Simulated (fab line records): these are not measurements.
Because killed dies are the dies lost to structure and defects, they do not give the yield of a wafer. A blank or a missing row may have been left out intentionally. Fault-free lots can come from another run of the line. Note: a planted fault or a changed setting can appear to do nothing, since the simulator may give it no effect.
Lot-split experiment	flow n5_finfet	on a route of 1938 steps: 7 lots, 21 wafers read

THE SPLIT
At N5_MOL_CONTACT_COAG_COAT_34 (resist thk 40 nm), the setting spin_rpm was moved away from the recipe's 1500 rpm on 7 of the 21 wafers read, by -4.6% to +11.2%. The other wafers ran this setting at the recipe's value.

FROM THE SPLIT TO THE READING: what the file shows between them, 6 steps
- N5_MOL_CONTACT_COAG_EXPOSE_37: exposes mask VD, defocus 0 nm (also split here: dose_mj)
- N5_MOL_CONTACT_COAG_PEB_38: peb time 60 s
- N5_MOL_CONTACT_COAG_DEVELOP_39: develop time 30 s
- N5_MOL_CONTACT_COAG_CD_MEAS_40: target cd 25.1 nm
- N5_MOL_CONTACT_COAG_DESCUM_45: chemistry O2, time 7 s
- N5_MOL_CONTACT_COAG_ETCH_65: etches underlayer in N2/H2, target depth 13 nm, time 10.4 s

THE READING
CAR-EUV_of_MOL_CONTACT_COAG_COAT_34.thk_nm (the simulator's own value, which no gauge read), in nm, at N5_MOL_CONTACT_COAG_ETCH_66 (etches SiARC in CF4, target depth 13 nm, time 21.7 s). There is no usual value for it anywhere in the file. The 14 wafers here that ran the recipe average 17.0 nm, standard deviation 0.07 nm.

wafer	tool, chamber at the split	spin_rpm as run, rpm	against the recipe	CAR-EUV_of_MOL_CONTACT_COAG_COAT_34.thk_nm, nm	against lot-mates on the recipe
L079.2	litho_track-04, 0	1500	recipe	17	-
L079.4	litho_track-04, 0	1500	recipe	17	-
L079.5	litho_track-04, 0	1446	-3.6%	18	+1.0
L080.1	litho_track-04, 0	1500	recipe	17	-
L080.2	litho_track-04, 0	1500	recipe	17	-
L080.6	litho_track-04, 0	1500	recipe	17	-
L082.2	litho_track-04, 0	1500	recipe	16.8	-
L082.4	litho_track-04, 0	1500	recipe	17	-
L082.5	litho_track-04, 0	1500	recipe	17	-
L084.1	litho_track-05, 0	1500	recipe	17	-
L084.4	litho_track-05, 0	1668	+11.2%	14.8	-2.2
L084.6	litho_track-05, 0	1668	+11.2%	14.8	-2.2
L091.1	litho_track-04, 0	1500	recipe	17	-
L091.3	litho_track-04, 0	1450	-3.3%	17.8	+0.8
L091.4	litho_track-04, 0	1450	-3.3%	17.6	+0.6
L092.1	litho_track-02, 0	1500	recipe	17	-
L092.2	litho_track-02, 0	1500	recipe	17	-
L092.5	litho_track-02, 0	1500	recipe	17	-
L097.2	litho_track-05, 0	1431	-4.6%	17.8	+1.0
L097.6	litho_track-05, 0	1431	-4.6%	17.8	+1.0
L097.5	litho_track-05, 0	1500	recipe	16.8	-

FIT RESULTS
A straight line over all 21 wafers: CAR-EUV_of_MOL_CONTACT_COAG_COAT_34.thk_nm changes by -0.198 nm for each +1% of spin_rpm; r = -0.99; the points scatter about the line by 0.1 nm.
The same after taking each lot's own level away (the mean of its wafers on the recipe; 21 wafers): -0.204 nm for each +1%; r = -1.00; scatter 0.08 nm.
That fit puts the effect of the largest move of spin_rpm on the reading at 2.3 nm.
Measured against the standard deviation above, the lots' own levels, which go from 16.80 to 17.00 nm, span 2.9 times it.
The two slopes are in agreement: the lot-to-lot level therefore moves the slope only a little.
Check: with one of the wafers moved furthest among these (+11.2%) left out of the fit, the line predicts -2.29 nm for it against its lot-mates. Against them it came out at -2.2 nm.

OTHER SPLITS APPLIED TO THESE WAFERS
Before the reading, these wafers also passed through other splits. Each is held against what the fit with the lots' levels taken away leaves over:
other split on the same wafers	wafers away from the commonest value	r with CAR-EUV_of_MOL_CONTACT_COAG_COAT_34.thk_nm (lot level and that fit taken away)
N5_MOL_CONTACT_COAG_ETCH_105 bias_w	8	+0.24
N5_MOL_CONTACT_COAG_EXPOSE_37 dose_mj	8	-0.41

THE WHOLE CHAIN: every reading that the file lists as answering this split, in the file's order
step	what it does	reading	change (the file's fit)	r (the file's)
N5_MOL_CONTACT_COAG_COAT_34	resist thk 40 nm	CAR-EUV_of_MOL_CONTACT_COAG_COAT_34.thk_nm (the simulator's own value, which no gauge read)	-0.189 nm for each +1% of the setting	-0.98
N5_MOL_CONTACT_COAG_DESCUM_45	chemistry O2, time 7 s	CAR-EUV_of_MOL_CONTACT_COAG_COAT_34.thk_nm (the simulator's own value, which no gauge read)	-0.199 nm for each +1% of the setting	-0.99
N5_MOL_CONTACT_COAG_ETCH_66	etches SiARC in CF4, target depth 13 nm, time 21.7 s	CAR-EUV_of_MOL_CONTACT_COAG_COAT_34.thk_nm (the simulator's own value, which no gauge read)	-0.206 nm for each +1% of the setting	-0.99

THE FILE'S OWN FIT
CAR-EUV_of_MOL_CONTACT_COAG_COAT_34.thk_nm changes by -0.206 nm for each +1% of spin_rpm, r = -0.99.
